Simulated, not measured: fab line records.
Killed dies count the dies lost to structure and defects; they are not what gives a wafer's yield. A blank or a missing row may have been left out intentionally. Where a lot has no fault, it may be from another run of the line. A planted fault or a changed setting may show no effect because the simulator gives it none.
Which tool is to blame? :: flow nand-harc :: 24 lots with 72 wafers sampled at 4 steps, on a route of 1302 steps

== WHAT THE GAUGES SHOWED, per wafer ==
NHARC_P_M0_CD_MEAS_16.
lot: L074
measured: day 6 03:02
on: cd-sem-01
cd-nm (nm): 91.0 89.9 90.4

lot: L075
measured: day 6 20:42
on: cd-sem-02
cd-nm (nm): 90.2 89.7 91.5

lot: L076
measured: day 7 06:29
on: cd-sem-03
cd-nm (nm): 89.0 89.8 88.9

lot: L077
measured: day 7 09:03
on: cd-sem-03
cd-nm (nm): 90.4 90.6 90.6

lot: L078
measured: day 7 14:47
on: cd-sem-03
cd-nm (nm): 89.5 88.8 90.3

lot: L079
measured: day 8 05:49
on: cd-sem-03
cd-nm (nm): 90.1 90.7 90.2

lot: L080
measured: day 8 16:22
on: cd-sem-01
cd-nm (nm): 90.4 90.5 91.2

lot: L081
measured: day 8 21:38
on: cd-sem-02
cd-nm (nm): 89.2 89.7 88.8

lot: L082
measured: day 9 08:40
on: cd-sem-01
cd-nm (nm): 89.2 88.1 90.1

lot: L083
measured: day 9 22:12
on: cd-sem-03
cd-nm (nm): 90.3 89.9 90.7

lot: L084
measured: day 10 02:42
on: cd-sem-02
cd-nm (nm): 89.6 89.8 90.5

lot: L085
measured: day 10 14:56
on: cd-sem-01
cd-nm (nm): 90.1 90.5 90.4

lot: L086
measured: day 11 00:12
on: cd-sem-02
cd-nm (nm): 90.2 90.4 91.6

lot: L087
measured: day 11 11:22
on: cd-sem-03
cd-nm (nm): 90.3 90.1 91.4

lot: L089
measured: day 12 06:59
on: cd-sem-03
cd-nm (nm): 89.7 91.5 89.3

lot: L088
measured: day 12 07:59
on: cd-sem-03
cd-nm (nm): 90.3 91.0 91.0

lot: L090
measured: day 13 04:44
on: cd-sem-03
cd-nm (nm): 89.2 90.1 89.8

lot: L091
measured: day 13 08:32
on: cd-sem-03
cd-nm (nm): 90.8 90.5 90.7

lot: L092
measured: day 13 17:34
on: cd-sem-02
cd-nm (nm): 89.8 88.4 90.0

lot: L094
measured: day 14 10:37
on: cd-sem-02
cd-nm (nm): 90.6 91.6 91.1

lot: L093
measured: day 14 11:31
on: cd-sem-01
cd-nm (nm): 89.2 89.2 89.6

lot: L095
measured: day 15 07:07
on: cd-sem-01
cd-nm (nm): 90.0 90.8 90.1

lot: L096
measured: day 15 13:16
on: cd-sem-02
cd-nm (nm): 89.0 89.1 90.3

lot: L097
measured: day 16 01:47
on: cd-sem-03
cd-nm (nm): 90.6 88.8 88.5

== WHAT TOOL EACH LOT RAN ON (gives the tool, then ch and the chambers of the sampled wafers, and finally the start) ==
lot: L074
NHARC_P_GATE_STRIP_95: plasma-asher-01 ch 0,1, day 5 18:26
NHARC_P_CONTACT_DEP_30: pecvd-02 ch 0,2, day 5 20:21
NHARC_P_CONTACT_CMP_01: cmp-03 ch 1,2,3, day 5 21:01

lot: L075
NHARC_P_GATE_STRIP_95: plasma-asher-02 ch 0,1, day 6 12:35
NHARC_P_CONTACT_DEP_30: pecvd-02 ch 0,1, day 6 14:28
NHARC_P_CONTACT_CMP_01: cmp-04 ch 0,2,3, day 6 15:16

lot: L076
NHARC_P_GATE_STRIP_95: plasma-asher-01 ch 0,1, day 6 22:22
NHARC_P_CONTACT_DEP_30: pecvd-04 ch 0,2, day 7 00:16
NHARC_P_CONTACT_CMP_01: cmp-03 ch 2,3, day 7 00:59

lot: L077
NHARC_P_GATE_STRIP_95: plasma-asher-02 ch 0,1, day 7 01:01
NHARC_P_CONTACT_DEP_30: pecvd-02 ch 0,1,2, day 7 02:55
NHARC_P_CONTACT_CMP_01: cmp-01 ch 0,1,2, day 7 03:37

lot: L078
NHARC_P_GATE_STRIP_95: plasma-asher-02 ch 0,1, day 7 06:49
NHARC_P_CONTACT_DEP_30: pecvd-02 ch 0,1,2, day 7 08:50
NHARC_P_CONTACT_CMP_01: cmp-01 ch 1,2, day 7 09:28

lot: L079
NHARC_P_GATE_STRIP_95: plasma-asher-02 ch 0,1, day 7 21:31
NHARC_P_CONTACT_DEP_30: pecvd-03 ch 1,2, day 7 23:34
NHARC_P_CONTACT_CMP_01: cmp-04 ch 0,2, day 8 00:17

lot: L080
NHARC_P_GATE_STRIP_95: plasma-asher-02 ch 0,1, day 8 08:19
NHARC_P_CONTACT_DEP_30: pecvd-02 ch 0,1, day 8 10:14
NHARC_P_CONTACT_CMP_01: cmp-01 ch 1,3, day 8 10:55

lot: L081
NHARC_P_GATE_STRIP_95: plasma-asher-01 ch 0,1, day 8 13:28
NHARC_P_CONTACT_DEP_30: pecvd-04 ch 1,2, day 8 15:25
NHARC_P_CONTACT_CMP_01: cmp-04 ch 0,2,3, day 8 16:06

lot: L082
NHARC_P_GATE_STRIP_95: plasma-asher-01 ch 0,1, day 9 00:43
NHARC_P_CONTACT_DEP_30: pecvd-02 ch 0,1,2, day 9 02:43
NHARC_P_CONTACT_CMP_01: cmp-03 ch 1,2, day 9 03:20

lot: L083
NHARC_P_GATE_STRIP_95: plasma-asher-01 ch 0,1, day 9 14:07
NHARC_P_CONTACT_DEP_30: pecvd-04 ch 1,2, day 9 15:59
NHARC_P_CONTACT_CMP_01: cmp-01 ch 0,1,2, day 9 16:44

lot: L084
NHARC_P_GATE_STRIP_95: plasma-asher-02 ch 0,1, day 9 18:27
NHARC_P_CONTACT_DEP_30: pecvd-04 ch 0,1,2, day 9 20:23
NHARC_P_CONTACT_CMP_01: cmp-03 ch 1,2,3, day 9 21:04

lot: L085
NHARC_P_GATE_STRIP_95: plasma-asher-01 ch 0,1, day 10 06:49
NHARC_P_CONTACT_DEP_30: pecvd-03 ch 0,2, day 10 08:42
NHARC_P_CONTACT_CMP_01: cmp-04 ch 1,2, day 10 09:25

lot: L086
NHARC_P_GATE_STRIP_95: plasma-asher-01 ch 0,1, day 10 16:07
NHARC_P_CONTACT_DEP_30: pecvd-04 ch 1,2, day 10 18:02
NHARC_P_CONTACT_CMP_01: cmp-03 ch 0,2, day 10 18:43

lot: L087
NHARC_P_GATE_STRIP_95: plasma-asher-01 ch 0,1, day 11 03:16
NHARC_P_CONTACT_DEP_30: pecvd-02 ch 0,1,2, day 11 05:11
NHARC_P_CONTACT_CMP_01: cmp-01 ch 0,2,3, day 11 05:55

lot: L089
NHARC_P_GATE_STRIP_95: plasma-asher-02 ch 0,1, day 11 22:49
NHARC_P_CONTACT_DEP_30: pecvd-03 ch 0,2, day 12 00:41
NHARC_P_CONTACT_CMP_01: cmp-03 ch 2,3, day 12 01:26

lot: L088
NHARC_P_GATE_STRIP_95: plasma-asher-02 ch 0,1, day 11 23:37
NHARC_P_CONTACT_DEP_30: pecvd-03 ch 0,1, day 12 01:31
NHARC_P_CONTACT_CMP_01: cmp-04 ch 0,2,3, day 12 02:14

lot: L090
NHARC_P_GATE_STRIP_95: plasma-asher-02 ch 0,1, day 12 20:32
NHARC_P_CONTACT_DEP_30: pecvd-03 ch 0,2, day 12 22:26
NHARC_P_CONTACT_CMP_01: cmp-01 ch 2,3, day 12 23:23

lot: L091
NHARC_P_GATE_STRIP_95: plasma-asher-01 ch 0,1, day 13 00:15
NHARC_P_CONTACT_DEP_30: pecvd-02 ch 0,1, day 13 02:12
NHARC_P_CONTACT_CMP_01: cmp-03 ch 0,1,3, day 13 02:52

lot: L092
NHARC_P_GATE_STRIP_95: plasma-asher-01 ch 0,1, day 13 09:34
NHARC_P_CONTACT_DEP_30: pecvd-02 ch 0,2, day 13 11:32
NHARC_P_CONTACT_CMP_01: cmp-03 ch 0,2,3, day 13 12:18

lot: L094
NHARC_P_GATE_STRIP_95: plasma-asher-01 ch 0,1, day 14 02:17
NHARC_P_CONTACT_DEP_30: pecvd-04 ch 0,2, day 14 04:17
NHARC_P_CONTACT_CMP_01: cmp-01 ch 2,3, day 14 04:59

lot: L093
NHARC_P_GATE_STRIP_95: plasma-asher-01 ch 0,1, day 14 03:17
NHARC_P_CONTACT_DEP_30: pecvd-03 ch 0,1,2, day 14 05:11
NHARC_P_CONTACT_CMP_01: cmp-03 ch 0,3, day 14 05:55

lot: L095
NHARC_P_GATE_STRIP_95: plasma-asher-02 ch 0,1, day 14 23:17
NHARC_P_CONTACT_DEP_30: pecvd-02 ch 1,2, day 15 01:11
NHARC_P_CONTACT_CMP_01: cmp-01 ch 0,1,3, day 15 01:52

lot: L096
NHARC_P_GATE_STRIP_95: plasma-asher-01 ch 0,1, day 15 04:21
NHARC_P_CONTACT_DEP_30: pecvd-03 ch 0,2, day 15 06:14
NHARC_P_CONTACT_CMP_01: cmp-01 ch 0,1,3, day 15 06:58

lot: L097
NHARC_P_GATE_STRIP_95: plasma-asher-01 ch 0,1, day 15 17:42
NHARC_P_CONTACT_DEP_30: pecvd-04 ch 0,2, day 15 19:40
NHARC_P_CONTACT_CMP_01: cmp-04 ch 2,3, day 15 20:19
- NHARC_P_GATE_STRIP_95: strips in O2.
- NHARC_P_CONTACT_DEP_30: deposits SiNx, target thk 30 nm.
- NHARC_P_CONTACT_CMP_01: polishes SiO2, target thk 200 nm.

== AS READ BY THE TOOLS THEMSELVES (means over the sampled wafers that have a number; for cases with no such wafer, the mark the record gives instead) ==
NHARC_P_GATE_STRIP_95.
lot: L074
tool: plasma-asher-01
drypump-motor-current-A (A): 6.3
heater-power-w (W): 342

lot: L075
tool: plasma-asher-02
drypump-motor-current-A (A): 5.3
heater-power-w (W): 278

lot: L076
tool: plasma-asher-01
drypump-motor-current-A (A): 6.2
heater-power-w (W): 334

lot: L077
tool: plasma-asher-02
drypump-motor-current-A (A): 5.3
heater-power-w (W): 277

lot: L078
tool: plasma-asher-02
drypump-motor-current-A (A): 5.3
heater-power-w (W): 278

lot: L079
tool: plasma-asher-02
drypump-motor-current-A (A): 5.3
heater-power-w (W): 280

lot: L080
tool: plasma-asher-02
drypump-motor-current-A (A): 5.0
heater-power-w (W): 279

lot: L081
tool: plasma-asher-01
drypump-motor-current-A (A): 6.2
heater-power-w (W): 346

lot: L082
tool: plasma-asher-01
drypump-motor-current-A (A): 6.2
heater-power-w (W): 345

lot: L083
tool: plasma-asher-01
drypump-motor-current-A (A): 6.3
heater-power-w (W): 345

lot: L084
tool: plasma-asher-02
drypump-motor-current-A (A): 5.0
heater-power-w (W): 279

lot: L085
tool: plasma-asher-01
drypump-motor-current-A (A): 6.1
heater-power-w (W): 341

lot: L086
tool: plasma-asher-01
drypump-motor-current-A (A): 6.2
heater-power-w (W): 347

lot: L087
tool: plasma-asher-01
drypump-motor-current-A (A): 6.3
heater-power-w (W): 343

lot: L089
tool: plasma-asher-02
drypump-motor-current-A (A): 5.0
heater-power-w (W): 277

lot: L088
tool: plasma-asher-02
drypump-motor-current-A (A): 5.3
heater-power-w (W): 281

lot: L090
tool: plasma-asher-02
drypump-motor-current-A (A): 5.3
heater-power-w (W): 281

lot: L091
tool: plasma-asher-01
drypump-motor-current-A (A): 6.2
heater-power-w (W): 346

lot: L092
tool: plasma-asher-01
drypump-motor-current-A (A): 6.2
heater-power-w (W): 347

lot: L094
tool: plasma-asher-01
drypump-motor-current-A (A): 6.2
heater-power-w (W): 342

lot: L093
tool: plasma-asher-01
drypump-motor-current-A (A): 6.2
heater-power-w (W): 352

lot: L095
tool: plasma-asher-02
drypump-motor-current-A (A): 5.0
heater-power-w (W): 285

lot: L096
tool: plasma-asher-01
drypump-motor-current-A (A): 6.2
heater-power-w (W): 344

lot: L097
tool: plasma-asher-01
drypump-motor-current-A (A): 6.2
heater-power-w (W): 351

NHARC_P_CONTACT_DEP_30.
lot: L074
tool: pecvd-02
heater-power-w (W): 776

lot: L075
tool: pecvd-02
heater-power-w (W): 733

lot: L076
tool: pecvd-04
heater-power-w (W): 716

lot: L077
tool: pecvd-02
heater-power-w (W): 714

lot: L078
tool: pecvd-02
heater-power-w (W): 723

lot: L079
tool: pecvd-03
heater-power-w (W): 705

lot: L080
tool: pecvd-02
heater-power-w (W): 755

lot: L081
tool: pecvd-04
heater-power-w (W): 681

lot: L082
tool: pecvd-02
heater-power-w (W): 718

lot: L083
tool: pecvd-04
heater-power-w (W): 661

lot: L084
tool: pecvd-04
heater-power-w (W): 713

lot: L085
tool: pecvd-03
heater-power-w (W): 768

lot: L086
tool: pecvd-04
heater-power-w (W): 710

lot: L087
tool: pecvd-02
heater-power-w (W): 705

lot: L089
tool: pecvd-03
heater-power-w (W): 815

lot: L088
tool: pecvd-03
heater-power-w (W): 672

lot: L090
tool: pecvd-03
heater-power-w (W): 815

lot: L091
tool: pecvd-02
heater-power-w (W): 696

lot: L092
tool: pecvd-02
heater-power-w (W): 732

lot: L094
tool: pecvd-04
heater-power-w (W): 753

lot: L093
tool: pecvd-03
heater-power-w (W): 755

lot: L095
tool: pecvd-02
heater-power-w (W): 733

lot: L096
tool: pecvd-03
heater-power-w (W): 821

lot: L097
tool: pecvd-04
heater-power-w (W): 712

NHARC_P_CONTACT_CMP_01.
lot: L074
tool: cmp-03
edge-zone-pressure-frac: 1.001
motor-current-A (A): 12.3

lot: L075
tool: cmp-04
edge-zone-pressure-frac: 0.998
motor-current-A (A): 11.2

lot: L076
tool: cmp-03
edge-zone-pressure-frac: 1.001
motor-current-A (A): 11.8

lot: L077
tool: cmp-01
edge-zone-pressure-frac: 0.997
motor-current-A (A): 10.7

lot: L078
tool: cmp-01
edge-zone-pressure-frac: 0.997
motor-current-A (A): 11.0

lot: L079
tool: cmp-04
edge-zone-pressure-frac: 1.002
motor-current-A (A): 11.5

lot: L080
tool: cmp-01
edge-zone-pressure-frac: 1.004
motor-current-A (A): 10.1

lot: L081
tool: cmp-04
edge-zone-pressure-frac: 1.000
motor-current-A (A): 11.6

lot: L082
tool: cmp-03
edge-zone-pressure-frac: 0.999
motor-current-A (A): 11.8

lot: L083
tool: cmp-01
edge-zone-pressure-frac: 0.995
motor-current-A (A): 10.6

lot: L084
tool: cmp-03
edge-zone-pressure-frac: 1.000
motor-current-A (A): 11.9

lot: L085
tool: cmp-04
edge-zone-pressure-frac: 1.000
motor-current-A (A): 11.6

lot: L086
tool: cmp-03
edge-zone-pressure-frac: 0.998
motor-current-A (A): 12.3

lot: L087
tool: cmp-01
edge-zone-pressure-frac: 1.000
motor-current-A (A): 11.1

lot: L089
tool: cmp-03
edge-zone-pressure-frac: 1.001
motor-current-A (A): 12.0

lot: L088
tool: cmp-04
edge-zone-pressure-frac: 0.996
motor-current-A (A): 11.8

lot: L090
tool: cmp-01
edge-zone-pressure-frac: 1.003
motor-current-A (A): 11.1

lot: L091
tool: cmp-03
edge-zone-pressure-frac: 0.997
motor-current-A (A): 12.2

lot: L092
tool: cmp-03
edge-zone-pressure-frac: 1.004
motor-current-A (A): 12.0

lot: L094
tool: cmp-01
edge-zone-pressure-frac: 0.994
motor-current-A (A): 10.5

lot: L093
tool: cmp-03
edge-zone-pressure-frac: 0.994
motor-current-A (A): 12.4

lot: L095
tool: cmp-01
edge-zone-pressure-frac: 1.000
motor-current-A (A): 10.6

lot: L096
tool: cmp-01
edge-zone-pressure-frac: 1.001
motor-current-A (A): 10.8

lot: L097
tool: cmp-04
edge-zone-pressure-frac: 1.009
motor-current-A (A): 11.0

== THE ANSWER, worked out from the rows above alone ==
Rule: the usual values come from the lots themselves. The widest of any qualifying gaps counts: lots, ordered by their means at a reading, are off when they make up no more than a third of the lots, leave a main group of 4 or more, and stand apart from it by 3 or more times the standard deviation of that group's means. The tables above print the reading to a certain number of digits; a main group whose means all agree to those digits is not used. Also off: a lot with no number at a reading for which 4 or more lots have one. Where the step has rows for the other lots, those lots are counted as sound. First the gauges in route order, then the tools' own readings, where a lot's mean is used as printed above. At the first step where some lot is off, the reading lying furthest off is the one used; lots without a number count as furthest.
No lot is off on any of the readings shown, so nothing can be concluded from this.

== WHAT WAS PUT IN BY THE SIMULATOR ==
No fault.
